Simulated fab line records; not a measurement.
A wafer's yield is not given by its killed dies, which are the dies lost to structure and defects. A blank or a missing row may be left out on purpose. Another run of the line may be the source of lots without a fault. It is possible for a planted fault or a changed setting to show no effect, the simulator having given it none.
Matching of chambers | flow n5-finfet | 4 sister chambers for N5_GATE_CUT_ETCH_36 on rie-diel-06
The step etches SiARC in CF4, target depth 13 nm, time 21.7 s. 18 wafers are shown with their chamber, then 9 later ones without.

WAFERS, EACH WITH ITS CHAMBER
wafer  | chamber | drypump-motor-current-A (A) | showerhead-plenum-p-Torr (Torr) | rf-vpp-V (V)
L074.2 | 0       | 5.7                         | 2.21                            | 186.0
L074.3 | 2       | 4.8                         | 2.03                            | 184.4
L074.6 | 3       | 6.1                         | 2.12                            | 183.1
L083.3 | 3       | 6.1                         | 2.11                            | 184.0
L083.4 | 3       | 6.2                         | 2.11                            | 183.0
L083.5 | 0       | 5.6                         | 2.21                            | 185.1
L084.1 | 2       | 4.8                         | 2.28                            | 184.4
L084.2 | 3       | 6.2                         | 2.11                            | 183.9
L084.4 | 1       | 5.6                         | 1.99                            | 182.4
L085.2 | 0       | 5.6                         | 2.21                            | 185.2
L085.3 | 2       | 4.8                         | 2.28                            | 185.0
L085.5 | 3       | 6.1                         | 2.11                            | 184.0
L087.1 | 1       | 5.6                         | 1.99                            | 182.0
L087.4 | 3       | 6.2                         | 2.11                            | 183.9
L087.5 | 2       | 4.8                         | 2.28                            | 186.2
L088.2 | 1       | 5.6                         | 1.99                            | 182.7
L088.5 | 2       | 4.8                         | 2.28                            | 185.6
L088.6 | 1       | 5.6                         | 1.99                            | 182.1

SIGNATURES (means of the wafers above)
reading                  | chamber 0 | chamber 1 | chamber 2 | chamber 3 | scatter within a chamber
drypump-motor-current-A  | 5.633     | 5.600     | 4.800     | 6.150     | 0.0393
showerhead-plenum-p-Torr | 2.2100    | 1.9900    | 2.2300    | 2.1117    | 0.0598
rf-vpp-V                 | 185.433   | 182.300   | 185.120   | 183.650   | 0.556
Rule: a wafer lies at a distance from a chamber equal to the root of the sum of squares, over the readings, of (its reading less the chamber's mean, divided by the reading's scatter). The wafer belongs to the nearest chamber; if the next one is less than 2 further off, it can't be placed. The scatter is the square root of a quotient: the sum, over the shown wafers, of each reading's squared deviation from its chamber's mean, divided by wafers minus chambers.

WAFERS WITH NO CHAMBER GIVEN
wafer  | drypump-motor-current-A (A) | showerhead-plenum-p-Torr (Torr) | rf-vpp-V (V)
L091.1 | 5.6                         | 2.20                            | 185.5
L091.3 | 6.1                         | 2.10                            | 183.3
L091.5 | 4.8                         | 2.28                            | 186.9
L095.1 | 5.5                         | 1.99                            | 181.3
L095.2 | 5.6                         | 2.20                            | 183.7
L095.4 | 6.1                         | 2.10                            | 184.1
L097.1 | 6.2                         | 2.10                            | 184.6
L097.3 | 4.8                         | 2.27                            | 187.7
L097.5 | 5.6                         | 1.98                            | 181.5

WHICH CHAMBER EACH ONE RAN IN
wafer  | from the rows above     | in truth
L091.1 | 0                       | 0
L091.3 | 3                       | 3
L091.5 | 2                       | 2
L095.1 | 1                       | 1
L095.2 | can't be placed: 0 or 1 | 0
L095.4 | 3                       | 3
L097.1 | 3                       | 3
L097.3 | 2                       | 2
L097.5 | 1                       | 1
Correct placement for 8 of the 9. From these rows, 1 cannot be placed; in 1 the true chamber is one of the candidates. Wrongly placed: 0.
